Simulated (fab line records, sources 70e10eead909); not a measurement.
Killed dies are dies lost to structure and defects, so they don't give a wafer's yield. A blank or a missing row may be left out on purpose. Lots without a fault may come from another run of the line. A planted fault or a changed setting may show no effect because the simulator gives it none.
fab line records | flow nand_harc
record lots=13 wafers=37 last_day=24
route steps=1159 shown A_SLIT@794 A_WL_FILL@809 END@1159
lots that met no fault: from a run of the same line without faults
start_h: hours from the record's first day to the start of the lot's first wafer shown | wait_h: hours since the lot's step before | " the same as in the row above | L1.1+2: a row that stands for several wafers | - no value, or no start given | * or withheld: withheld | < > ~ a bound
route shown NAME@n: a module of which the file shows steps, and the number in the route of the first | usual: mean/standard deviation of fault-free wafers | same: alike in all rows | chamber/n: place in a boat | sites: the reading at each site | _std_site: their standard deviation | _edge_site: outer sites' mean less inner sites' | radius_mm: how far each site lies from the wafer's centre | mask NAME#n: copy n | behind: the tool/chamber that last shaped the wafer | hold: why the lot was held/for how many hours/how that ended | device: the transistor (n, p or np) that didn't switch | end of line: the same wafers' tests at the end of the route | a step without rows: its recipe alone | killed: dies lost to structure and defects at the first sort, not the wafer's yield | map: a wafer's dies, x killed, . not, _ none there
set.NAME: the setting as run; set.NAME@STEP: as run at that earlier step | model.NAME: the simulator's own value behind a step, which no gauge read
steps of the route over a sample of lots; a table a step, a row a wafer
services: from which hour (start_h, from the record's first day; less than 0 if before it) a tool's chamber was out of use, for how many hours, and why
## steps
# step NHARC_A_SLIT_ETCH_24
# recipe target_depth_a=1210 time_s=60.5 cf4_flow_sccm=100 chf3_flow_sccm=30 ar_flow_sccm=0 rf_w=500 bias_w=200 chemistry=CF4/CHF3
# usual drypump_motor_current_A=5.7/0.48 oes_product_au=0.959/0.017 rf_vpp_V=370.2/2.1 showerhead_plenum_p_Torr=1.56/0.059 throttle_valve_pct=16.801/0.0089
# columns lot.wafer tool chamber start_h wait_h drypump_motor_current_A oes_product_au rf_hours_counter_h rf_vpp_V showerhead_plenum_p_Torr throttle_valve_pct
L725.3 rie_diel-10 1 332.51 0.6 5.4 0.925 11 373.7 1.66 16.811
L725.2 " 2 " " 5.8 0.942 11 368.4 1.52 16.802
L725.5 " 3 " " 5.9 0.929 - 372.3 1.60 16.795
L726.2 rie_diel-09 2 332.70 0.4 6.4 0.930 4 368.5 1.49 16.812
L726.3 " 1 " " 5.1 0.948 5 372.6 1.62 16.791
L726.6 " 3 " " 6.2 0.938 - 370.0 1.53 16.795
L724.2 rie_diel-09 2 343.53 0.1 6.4 0.943 5 369.9 1.49 16.794
L724.6 " 2 " " 6.4 0.938 - 367.1 1.49 16.793
L724.4 " 3 " " 6.2 0.942 - 368.1 1.53 16.797
L729.3 rie_diel-09 2 348.47 0.1 6.4 0.953 5 366.7 1.49 16.790
L729.5 " 3 " " 6.2 0.953 - 370.3 1.53 16.812
L729.4 " 2 " " 6.4 0.949 - 367.6 1.49 16.797
L733.2 rie_diel-09 2 373.79 0.1 6.4 0.967 7 368.0 1.49 16.798
L733.3 " 0 " " 5.1 0.937 7 368.5 1.51 16.803
L735.2 rie_diel-09 1 379.35 0.1 5.1 0.968 7 370.8 1.62 16.801
L735.3 " 3 " " 6.2 0.975 7 368.7 1.53 16.802
L734.4 rie_diel-02 0 381.42 0.1 5.6 0.964 3 370.8 1.53 16.809
L734.3 " 2 " " 5.9 0.987 2 371.1 1.56 16.795
L734.5 " 1 " " 5.0 0.978 - 374.1 1.68 16.814
L738.2 rie_diel-02 0 391.89 0.1 5.6 0.982 4 369.8 1.53 16.812
L738.6 " 3 " " 5.9 0.949 - 371.2 1.57 16.791
L738.5 " 0 " " 5.6 0.990 - 371.2 1.53 16.800
L739.2 rie_diel-10 1 419.25 0.1 5.4 0.991 4 373.5 1.66 16.795
L739.1 " 2 " " 5.8 0.944 4 368.3 1.52 16.816
L739.6 " 2 " " 5.8 0.957 - 367.3 1.52 16.794
L741.2 rie_diel-02 3 428.37 0.1 6.0 0.980 7 370.1 1.57 16.798
L741.3 " 0 " " 5.6 0.958 7 367.5 1.53 16.801
L741.6 " 2 " " 5.9 0.988 - 371.3 1.56 16.815
L742.3 rie_diel-02 1 428.96 0.1 5.0 0.970 6 372.9 1.68 16.799
L742.2 " 2 " " 5.8 0.970 6 370.3 1.56 16.804
L742.6 " 0 " " 5.6 0.971 - 368.9 1.53 16.804
L746.3 rie_diel-09 2 446.80 0.1 6.4 0.956 0 369.3 1.49 16.792
L746.5 " 1 " " 5.1 0.955 - 372.1 1.62 16.792
L746.6 " 2 " " 6.4 0.950 - 368.9 1.49 16.783
L747.2 rie_diel-09 3 461.34 0.1 6.2 0.950 1 368.3 1.53 16.811
L747.5 " 0 " " 5.2 0.958 - 369.1 1.51 16.807
L747.6 " 1 " " 5.1 0.980 - 372.8 1.62 16.795
# step NHARC_A_WL_FILL_ALD_00
# recipe target_thk_a=30 pulse_time_s=3 ald_cycles=30 temp_c=300 material=Al2O3
# usual heater_power_outer_w=259/28 heater_power_w=460/43 precursor_pulse_height_rel=0.996/0.021 susceptor_temp_C=299.99/0.2
# columns lot.wafer tool chamber start_h wait_h heater_power_outer_w heater_power_w precursor_pulse_height_rel susceptor_temp_C
L726.3 ald_hk-02 2 343.19 0.1 260 426 0.996 300.12
L726.2 " 1 " " 214 389 1.029 300.00
L726.6 " 2 " " 260 441 0.999 300.21
L725.3 ald_hk-03 2 343.33 0.2 266 438 0.973 300.10
L725.2 " 3 " " 286 499 1.023 300.04
L725.5 " 2 " " 270 446 0.995 300.15
L724.2 ald_hk-02 1 358.47 0.8 212 386 1.004 300.00
L724.4 " 3 " " 242 475 0.988 300.13
L724.6 " 2 " " 253 436 0.941 299.95
L729.3 ald_hk-02 3 361.38 0.1 248 479 1.015 299.95
L729.4 " 0 " " 283 493 1.008 299.76
L729.5 " 3 " " 250 470 0.986 300.05
L733.3 ald_hk-01 3 385.09 0.3 263 476 0.988 300.16
L733.2 " 0 " " 289 497 0.961 300.15
L735.3 ald_hk-03 0 390.44 0.1 300 521 1.001 299.70
L735.2 " 3 " " 289 520 0.987 300.03
L734.4 ald_hk-03 2 395.34 0.1 270 443 0.984 300.19
L734.3 " 3 " " 288 494 0.974 299.84
L734.5 " 1 " " 223 411 1.009 299.69
L738.2 ald_hk-01 0 403.69 0.8 283 502 1.007 300.00
L738.6 " 3 " " 255 462 0.990 300.21
L738.5 " 0 " " 287 497 0.987 299.53
L739.1 ald_hk-02 1 428.47 0.1 207 390 1.007 299.69
L739.2 " 2 " " 255 448 0.979 299.97
L739.6 " 2 " " 254 439 1.016 300.00
L741.2 ald_hk-02 2 437.61 0.1 260 428 0.964 299.99
L741.3 " 3 " " 251 483 0.991 300.25
L741.6 " 2 " " 259 441 0.953 299.86
L742.3 ald_hk-03 3 441.74 1.6 289 525 0.999 299.98
L742.2 " 2 " " 269 450 1.000 300.11
L742.6 " 3 " " 289 504 0.998 300.18
L746.3 ald_hk-02 3 458.30 0.1 247 475 0.987 300.20
L746.6 " 0 " " 286 498 0.989 299.90
L746.5 " 1 " " 210 398 0.968 300.21
L747.2 ald_hk-02 3 472.85 0.3 242 466 0.972 300.17
L747.6 " 3 " " 245 471 1.001 300.39
L747.5 " 0 " " 281 478 1.028 300.08
# step NHARC_A_WL_FILL_ALD_02
# recipe target_thk_a=20 pulse_time_s=3 ald_cycles=100 temp_c=450 material=TiN
# usual heater_power_outer_w=655/83 heater_power_w=1032/110 precursor_pulse_height_rel=0.999/0.021 susceptor_temp_C=449.99/0.25
# columns lot.wafer tool chamber start_h wait_h heater_power_outer_w heater_power_w precursor_pulse_height_rel susceptor_temp_C
L726.3 ald_metal-03 1 343.67 0.1 618 1002 1.009 450.22
L726.2 " 0 " " 836 1267 0.987 450.12
L726.6 " 2 " " 616 977 1.011 449.58
L725.3 ald_metal-02 2 344.17 0.2 647 1014 1.004 450.09
L725.2 " 0 " " 605 903 0.989 450.14
L725.5 " 2 " " 647 1030 0.971 450.07
L724.4 ald_metal-01 1 358.95 0.1 527 851 0.992 449.82
L724.2 " 2 " " 632 1076 1.008 449.97
L724.6 " 2 " " 648 1070 0.962 450.02
L729.3 ald_metal-02 0 361.83 0.1 620 910 0.990 450.10
L729.4 " 3 " " 660 1023 0.974 450.16
L729.5 " 0 " " 608 896 1.002 450.22
L733.2 ald_metal-01 0 385.58 0.2 659 985 0.983 450.15
L733.3 " 3 " " 850 1257 0.978 449.86
L735.3 ald_metal-03 1 391.13 0.1 632 1010 1.057 449.88
L735.2 " 0 " " 826 1255 1.055 449.34
L734.3 ald_metal-01 1 395.86 0.1 512 879 0.968 450.65
L734.4 " 0 " " 665 957 0.998 449.94
L734.5 " 2 " " 629 1096 1.025 449.80
L738.2 ald_metal-03 2 404.25 0.2 630 973 0.968 449.54
L738.5 " 0 " " 867 1259 0.993 449.85
L738.6 " 1 " " 626 993 0.986 449.62
L739.1 ald_metal-03 2 428.99 0.2 626 946 0.976 449.99
L739.2 " 0 " " 835 1268 0.983 449.95
L739.6 " 1 " " 629 1007 0.978 449.89
L741.3 ald_metal-03 3 438.09 0.2 664 1060 1.023 449.86
L741.2 " 0 " " 843 1266 0.945 449.80
L741.6 " 3 " " 683 1063 0.992 450.14
L742.2 ald_metal-02 2 442.26 0.2 644 1023 0.982 450.14
L742.3 " 0 " " 583 842 0.977 449.82
L742.6 " 1 " " 638 1054 0.995 450.04
L746.3 ald_metal-03 3 458.81 0.2 653 1067 1.002 450.13
L746.5 " 0 " " 842 1256 1.033 450.06
L746.6 " 1 " " 623 1002 0.995 450.02
L747.2 ald_metal-03 3 473.42 0.3 678 1054 1.017 449.74
L747.5 " 2 " " 621 996 1.003 450.52
L747.6 " 3 " " 683 1034 1.004 450.06
# step NHARC_A_WL_FILL_ETCHBACK_04
# recipe target_depth_a=600 time_s=120 chemistry=NF3
# usual drypump_motor_current_A=5.87/0.26 oes_product_au=0.999/0.0087
# columns lot.wafer tool chamber start_h wait_h drypump_motor_current_A oes_product_au rf_hours_counter_h
L726.2 rie_metal-02 0 348.89 2.4 5.88 1.000 3.3
L726.3 " 0 " " 5.87 0.993 -
L726.6 " 1 " " 6.27 1.003 -
L725.2 rie_metal-03 1 351.80 2.5 5.78 0.984 1.6
L725.3 " 1 " " 5.82 0.989 -
L725.5 " 0 " " 6.14 1.009 -
L724.2 rie_metal-03 0 365.24 2.8 6.13 1.002 2.0
L724.4 " 1 " " 5.84 0.992 -
L724.6 " 1 " " 5.79 0.995 -
L729.4 rie_metal-01 0 366.87 1.5 5.52 1.003 -
L729.3 " 1 " " 5.77 0.989 -
L729.5 " 0 " " 5.53 0.999 -
L733.2 rie_metal-03 1 395.58 2.8 5.74 0.990 3.2
L733.3 " 0 " " 6.15 0.764 -
L735.2 rie_metal-03 0 399.51 2.9 6.11 1.000 3.5
L735.3 " 0 " " 6.12 0.768 -
L734.3 rie_metal-03 0 405.27 1.5 6.13 0.766 -
L734.4 " 1 " " 5.78 0.990 -
L734.5 " 1 " " 5.79 0.752 -
L738.2 rie_metal-02 1 409.01 2.9 6.28 1.002 0.5
L738.6 " 0 " " 5.88 0.992 -
L738.5 " 1 " " 6.28 1.001 -
L739.1 rie_metal-01 0 436.77 2.4 5.53 0.996 3.3
L739.2 " 1 " " 5.72 0.994 3.3
L739.6 " 0 " " 5.54 0.987 -
L741.2 rie_metal-02 1 443.02 2.4 6.23 1.022 1.1
L741.3 " 1 " " 6.26 1.004 -
L741.6 " 1 " " 6.27 1.002 -
L742.2 rie_metal-01 1 446.04 2.9 5.72 1.003 3.8
L742.3 " 0 " " 5.51 0.993 -
L742.6 " 1 " " 5.73 0.989 -
L746.3 rie_metal-01 1 470.35 1.5 5.68 0.995 -
L746.5 " 0 " " 5.53 1.001 -
L746.6 " 1 " " 5.73 0.988 -
L747.2 rie_metal-02 0 481.26 2.4 5.86 1.005 2.3
L747.6 " 1 " " 6.29 0.999 -
L747.5 " 0 " " 5.87 0.998 -
# step NHARC_END_SORT_01
# recipe temp_c=25
# usual killed_at_array=21/8.9 killed_at_other=0.8/1.3 killed_at_periphery=3.6/2.4 killed_dies=26/8.9 killed_open=3.1/1.8 killed_short=1.9/1.3
# same gross_dies=677
# columns lot.wafer tool chamber start_h wait_h killed_at_array killed_at_other killed_at_periphery killed_dies killed_open killed_short
L733.2 prober-01 0 494.58 2.8 28 0 2 30 2 0
L733.3 prober-01 0 495.39 3.1 671 3 3 677 4 3
L735.2 prober-02 0 494.60 2.8 14 0 5 19 3 4
L735.3 prober-02 0 495.38 3.1 670 0 7 677 4 3
L734.3 prober-02 0 517.36 3.1 672 2 3 677 1 3
L734.4 prober-02 0 518.17 3.4 33 1 4 38 2 2
L734.5 prober-02 0 518.97 3.7 671 2 4 677 1 2
# killed by level:class
L733.2 A_CHANNEL_HOLE_D1:chamber_film_flake=12 A_SLIT:chamber_film_flake=11 P_M1:chamber_film_flake=2 A_WL_FILL:chamber_film_flake=2 A_CONTACT:geometric_particle:open=1 A_M0:geometric_particle:open=1 A_STAIRCASE:chamber_film_flake=1
L735.2 A_CONTACT:chamber_film_flake=4 A_CHANNEL_HOLE_D1:chamber_film_flake=3 P_M1:chamber_film_flake=2 P_STI:geometric_particle:open=1 P_GATE:geometric_particle:short=1 A_CHANNEL_FILL_D1:geometric_particle:short=1 A_SGD_CUT:geometric_particle:open=1 A_WL_FILL:geometric_particle:short=1
L735.3 A_WL_FILL:area_etchback=658 P_M1:chamber_film_flake=5 A_CHANNEL_HOLE_D1:chamber_film_flake=4 P_GATE:geometric_particle:open=1 P_M0:geometric_particle:open=1 A_ONON_D1:geometric_particle:short=1 A_CHANNEL_FILL_D1:geometric_particle:short=1 A_SGD_CUT:geometric_particle:open=1
L733.3 A_WL_FILL:area_etchback=639 A_CHANNEL_HOLE_D1:chamber_film_flake=16 A_SLIT:chamber_film_flake=7 THIN_TSV:chamber_film_flake=3 A_WL_FILL:geometric_particle:short=2 P_M0:geometric_particle:open=1 A_ONON_D1:geometric_particle:open=1 A_WL_FILL:geometric_particle:open=1
L734.3 A_WL_FILL:area_etchback=642 A_CHANNEL_HOLE_D1:chamber_film_flake=16 A_SLIT:chamber_film_flake=8 A_CONTACT:chamber_film_flake=3 P_M0:geometric_particle:short=1 A_M0:geometric_particle:short=1 A_M1:geometric_particle:open=1 P_ZERO_WELL:chamber_film_flake=1
L734.4 A_CHANNEL_HOLE_D1:chamber_film_flake=14 A_SLIT:chamber_film_flake=14 P_CONTACT:geometric_particle:open=2 A_CONTACT:chamber_film_flake=2 A_SGD_CUT:geometric_particle:short=1 P_ZERO_WELL:chamber_film_flake=1 P_M1:chamber_film_flake=1 STARTING-WAFER:geometric_particle:short=1
L734.5 A_WL_FILL:area_etchback=648 A_CHANNEL_HOLE_D1:chamber_film_flake=14 A_SLIT:chamber_film_flake=3 A_CONTACT:chamber_film_flake=3 P_ZERO_WELL:chamber_film_flake=2 P_M1:chamber_film_flake=2 THIN_TSV:chamber_film_flake=2 A_CHANNEL_HOLE_D1:geometric_particle:short=1
## services
# columns tool chamber start_h hours kind
ald_hk-03 - 322.00 10.0 pm
ald_metal-03 - 322.00 10.0 pm
rie_diel-02 - 327.70 9.0 pm
rie_metal-01 - 332.00 9.0 pm
rie_diel-09 1 335.48 13.0 repair
rie_diel-10 3 346.88 5.5 repair
ald_metal-03 1 350.39 20.2 repair
rie_diel-10 - 353.50 9.0 pm
rie_metal-02 0 362.89 3.2 repair
ald_metal-02 - 363.87 0.5 repair
ald_metal-02 - 364.39 10.0 pm
rie_metal-02 - 388.00 9.0 pm
rie_diel-09 1 389.24 17.3 repair
rie_diel-10 0 390.80 8.5 repair
ald_metal-01 1 405.26 7.6 repair
ald_metal-02 3 411.53 23.3 repair
rie_diel-09 1 426.32 7.5 repair
rie_diel-09 - 431.10 9.0 pm
ald_metal-01 - 451.79 0.4 repair
rie_metal-03 - 453.00 9.0 pm
ald_metal-01 - 458.00 10.0 pm
ald_hk-02 - 461.23 10.0 pm
ald_metal-03 0 470.60 3.6 repair
rie_diel-09 0 476.91 8.3 repair
## key
first_sign step=NHARC_A_WL_FILL_ETCHBACK_04 reading=oes_product_au direction=down sigmas=27 usual=0.999 struck=0.762
effect step=NHARC_END_SORT_01 reading=killed_dies direction=up sigmas=73 usual=26 struck=677
more_kills_born_at NHARC_A_WL_FILL_ETCHBACK_04@rie_metal-03=2587
met_at NHARC_A_WL_FILL_ETCHBACK_04
struck_lots L733,L734,L735
struck_wafers L733.3,L734.3,L734.5,L735.3
later_rows_left_out L733.3,L734.3,L734.5,L735.3
tester_left_out L733,L734,L735
not_acting_at NHARC_A_SLIT_ETCH_24,NHARC_A_WL_FILL_ALD_00,NHARC_A_WL_FILL_ALD_02
onset_between 365.24 395.58
fault kind=process_parameter_drift tool=rie_metal-03 chamber=- onset_h=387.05 steps=NHARC_A_WL_FILL_ETCHBACK_04 channel=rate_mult offset=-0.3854 shape=step end_h=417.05 scope=struck_wafers_only
# tester_left_out: of these lots the tester's yield and bins aren't shown, on N5 and GAA mostly nor the transistor test; their killed dies are dies lost to structure and defects alone, not to doping, threshold or leakage, so they don't give the yield
# later_rows_left_out: the simulator's readings of these wafers behind a module that went badly wrong aren't trusted and aren't shown, but for the sort
